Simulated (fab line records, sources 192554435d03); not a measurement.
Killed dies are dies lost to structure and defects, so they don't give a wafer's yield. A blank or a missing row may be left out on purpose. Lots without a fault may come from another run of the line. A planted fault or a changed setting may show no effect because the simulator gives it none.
Split-lot experiment | flow n5_finfet | 7 lots, 21 wafers read, on a route of 1938 steps

THE SPLIT
At N5_BEOL_M11_ILD_DEP_00 (deposits SiCOH lowk from DEMS/porogen, target thk 308.51 nm, time 58 s), the setting time_s was moved away from the recipe's 58 s on 6 of the 21 wafers read, by -12.0% to +10.4%. The other wafers ran this setting at the recipe's value.

FROM THE SPLIT TO THE READING: what the file shows between them, 1 step
- N5_BEOL_M11_CURE_71: cures SiCOH lowk, time 240 s

THE READING
M11_ILD_THK, in nm, at N5_BEOL_M11_THK_MEAS_01. Fault-free wafers of this fab line usually give 268 nm, standard deviation 3.6 nm.

wafer  | tool, chamber at the split | time_s as run, s | against the recipe | M11_ILD_THK, nm | against lot-mates on the recipe
L074.1 | pecvd-01, 0                | 58               | recipe             | 263             | -
L074.4 | pecvd-01, 0                | 58               | recipe             | 269             | -
L074.6 | pecvd-01, 1                | 51.03            | -12.0%             | 234             | -32
L077.1 | pecvd-04, 2                | 53.77            | -7.3%              | 246             | -20
L077.3 | pecvd-04, 1                | 58               | recipe             | 266             | -
L077.5 | pecvd-04, 0                | 53.77            | -7.3%              | 247             | -19
L079.1 | pecvd-02, 2                | 58               | recipe             | 266             | -
L079.3 | pecvd-02, 0                | 58               | recipe             | 264             | -
L079.4 | pecvd-02, 1                | 54.73            | -5.6%              | 257             | -8
L081.1 | pecvd-04, 2                | 58               | recipe             | 266             | -
L081.3 | pecvd-04, 1                | 64.06            | +10.4%             | 299             | +30
L081.6 | pecvd-04, 0                | 58               | recipe             | 273             | -
L087.1 | pecvd-01, 2                | 58               | recipe             | 262             | -
L087.2 | pecvd-01, 0                | 58               | recipe             | 264             | -
L087.3 | pecvd-01, 1                | 58               | recipe             | 265             | -
L088.2 | pecvd-02, 2                | 58               | recipe             | 270             | -
L088.3 | pecvd-02, 0                | 58               | recipe             | 263             | -
L088.6 | pecvd-02, 1                | 58               | recipe             | 272             | -
L092.1 | pecvd-01, 2                | 58               | recipe             | 264             | -
L092.5 | pecvd-01, 0                | 58               | recipe             | 272             | -
L092.6 | pecvd-01, 2                | 52.95            | -8.7%              | 245             | -23

THE FIT
A straight line over all 21 wafers: M11_ILD_THK changes by +2.74 nm for each +1% of time_s; r = +0.97; the points scatter about the line by 3.5 nm.
The same after taking each lot's own level away (the mean of its wafers on the recipe; 21 wafers): +2.64 nm for each +1%; r = +0.97; scatter 3 nm.
On that fit, the largest move of time_s shifts the reading by 32 nm.
The lots' own levels span 263.7 to 269.5 nm, that is 1.6 times the standard deviation above.
So the lot-to-lot level changes the slope little: the two slopes agree.
Check: with one of the wafers moved furthest among these (-12.0%) left out of the fit, the line predicts -31 nm for it against its lot-mates. It came out at -32 nm against them.

OTHER SPLITS ON THESE WAFERS
These wafers also went through other splits before the reading. Each is held against what the fit with the lots' levels taken away leaves over:
other split on the same wafers | wafers away from the commonest value | r with M11_ILD_THK (lot level and that fit taken away)
N5_BEOL_M8_ILD_DEP_00 time_s   | 5                                    | +0.01
N5_BEOL_M8_COAT_59 spin_rpm    | 7                                    | +0.12
N5_BEOL_M9_EXPOSE_08 dose_mj   | 3                                    | +0.23
N5_BEOL_M10_ILD_DEP_00 time_s  | 9                                    | -0.16

THE WHOLE CHAIN: every reading that the file lists as answering this split, in the file's order
step                    | what it does                                                           | reading                                                                                   | change (the file's fit)              | r (the file's)
N5_BEOL_M11_ILD_DEP_00  | deposits SiCOH lowk from DEMS/porogen, target thk 308.51 nm, time 58 s | SiCOH_lowk_of_BEOL_M11_ILD_DEP_00.thk_nm (the simulator's own value, which no gauge read) | +2.94 nm for each +1% of the setting | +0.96
N5_BEOL_M11_CURE_71     | cures SiCOH lowk, time 240 s                                           | SiCOH_lowk_of_BEOL_M11_ILD_DEP_00.thk_nm (the simulator's own value, which no gauge read) | +2.6 nm for each +1% of the setting  | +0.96
N5_BEOL_M11_THK_MEAS_01 |                                                                        | M11_ILD_THK                                                                               | +2.59 for each +1% of the setting    | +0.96

THE FILE'S OWN FIT
M11_ILD_THK changes by +2.59 nm for each +1% of time_s, r = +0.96.
